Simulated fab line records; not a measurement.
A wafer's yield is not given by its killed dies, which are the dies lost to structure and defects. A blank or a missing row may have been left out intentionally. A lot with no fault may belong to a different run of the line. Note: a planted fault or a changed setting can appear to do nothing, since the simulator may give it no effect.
Matching of chambers	flow nand_harc	NHARC_A_SLIT_DEP_23 on pecvd-04 has 3 sister chambers
The step deposits SiON, target thk 100 nm. 16 wafers are shown with their chamber, then 8 later ones without.

== WAFERS WITH THEIR CHAMBER ==
wafer	chamber	heater_power_w (W)
L077.1	2	928
L077.2	0	625
L077.6	1	782
L075.4	1	733
L075.5	0	683
L075.6	2	861
L078.1	0	675
L078.2	2	771
L078.5	0	679
L081.2	2	810
L081.4	0	669
L081.6	1	675
L087.1	0	645
L087.5	2	865
L087.6	0	631
L091.3	2	925

SIGNATURES (means of the wafers above)
reading	chamber 0	chamber 1	chamber 2	scatter within a chamber
heater_power_w	658.14	730.00	860.00	46.8
Rule: a wafer's distance from a chamber is the root of the sum, over the readings, of the square of ((its reading less the chamber's mean) divided by the reading's scatter). If the next closest chamber is less than 2 further off than the closest, the wafer can't be placed; otherwise it belongs to the closest. The scatter: take each reading less its chamber's mean, square it, sum over the shown wafers, divide by the number of wafers less the number of chambers, and take the root.

== WAFERS WITHOUT THEIR CHAMBER ==
wafer	heater_power_w (W)
L091.4	794
L091.6	754
L089.1	600
L089.2	764
L089.4	614
L095.1	809
L095.3	655
L095.4	811

== THE CHAMBER EACH PASSED THROUGH ==
wafer	from the rows above	in truth
L091.4	can't be placed: 1 or 2 or 0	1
L091.6	can't be placed: 1 or 0 or 2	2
L089.1	can't be placed: 0 or 1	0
L089.2	can't be placed: 1 or 2 or 0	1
L089.4	can't be placed: 0 or 1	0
L095.1	can't be placed: 2 or 1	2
L095.3	can't be placed: 0 or 1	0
L095.4	can't be placed: 2 or 1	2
Correct placement for 0 of the 8. Cannot be placed on the basis of these rows: 8; the candidates contain the true chamber in 8. 0 placed wrongly.
